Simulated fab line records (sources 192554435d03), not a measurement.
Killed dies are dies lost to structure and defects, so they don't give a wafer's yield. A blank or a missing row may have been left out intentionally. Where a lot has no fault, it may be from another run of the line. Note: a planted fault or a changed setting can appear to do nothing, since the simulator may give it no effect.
Problem report, 8D (eight disciplines) form, completed by code | flow n5 finfet | the parts of the form that need people (team, actions taken, sign-off) are left out

== 1. THE PROBLEM ==
Mean of run length s at N5_BEOL_M6_ETCH_41: 65.5 s across 3 wafers in 3 lots; on wafers with no fault it is 75.3 s (standard deviation 0.35). Relative to the usual mean, that is a shift of -28 standard deviations.
The step: etches SiCN in CH3F/O2, target depth 29.7 nm, time 52 s.
The first sign was on wafer L167.4 at day 12 00:26, on rie diel-01. The record holds 30 wafers of 11 lots with a number at this step. Rule for "out", or "out of limits": more than 4 standard deviations from the usual mean. The other wafers with a number count as sound.

== 2. WHAT IT IS, AND WHAT IT ISN'T ==
question                    | is                     | is not
which readings at this step | run length s           | drypump motor current A, oes product au, rf vpp V, showerhead plenum p Torr, throttle valve pct
which lots                  | L167, L171, L173       | L158, L160, L161, L163, L168, L172, L175, L180
which wafers of those lots  | L167.4, L171.4, L173.1 | L167.5, L171.2, L173.5
read on which tools         | rie diel-01            | rie diel-05, rie diel-06
when                        | from day 12 00:26      | up to then (16 sound wafers); but 11 sound wafers of L171, L172, L173, L175, L180 came after

== 3. WHAT RULES OUT EACH SUSPECT ==
Counting: a tool at a process step up to the reading stays a suspect if it ran every lot that is out. Sound lots after the first of them don't rule it out here, since some wafers of a struck lot are sound.
- rie diel-01 at N5_BEOL_M6_DESCUM_33 (chemistry O2, time 7 s): kept. It processed each lot that is out (first: L167, day 12 00:07); up to then, its last sound lot is L168 (day 11 04:29).
- rie diel-01 at N5_BEOL_M6_ETCH_41 (etches SiCN in CH3F/O2, target depth 29.7 nm, time 52 s): kept. It processed each lot that is out (first: L167, day 12 00:26); up to then, its last sound lot is L168 (day 11 04:47). On those wafers its own readings are out: run length s.
After counting, rie diel-01 at N5_BEOL_M6_DESCUM_33 and rie diel-01 at N5_BEOL_M6_ETCH_41 remain.

== 4. THE CAUSE (what the simulator had put in) ==
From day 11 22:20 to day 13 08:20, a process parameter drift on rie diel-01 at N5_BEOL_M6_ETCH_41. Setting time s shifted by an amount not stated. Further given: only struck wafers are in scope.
Counting left 2 suspects, and this tool is among them.

== 5. SEQUENCE OF EFFECTS, ordered by route ==
Each row: a reading whose mean over the struck wafers that have a number lies more than 3 standard deviations from the usual. Readings are gone through only where the record gives a usual standard deviation; hours: the median, over the lots, of the time from a lot's start at the first step in this table giving one to that lot's start at this step; sigmas: the change measured in usual standard deviations.
hours | step               | reading      | usual  | on struck wafers | change | sigmas
0     | N5_BEOL_M6_ETCH_41 | run length s | 75.3 s | 65.5             | -9.8   | -28
Its process steps:
- N5_BEOL_M6_ETCH_41: etches SiCN in CH3F/O2, target depth 29.7 nm, time 52 s.
At these later measuring or inspecting steps, every struck wafer for which the step has a row has a number for every such reading, and none has moved that far: N5_BEOL_M6_CD_MEAS_35.

== 6. HOW IT WOULD HAVE BEEN CAUGHT EARLIER ==
First out-of-limits reading in this record: day 12 00:26, which is 2 hours after fault onset at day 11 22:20.
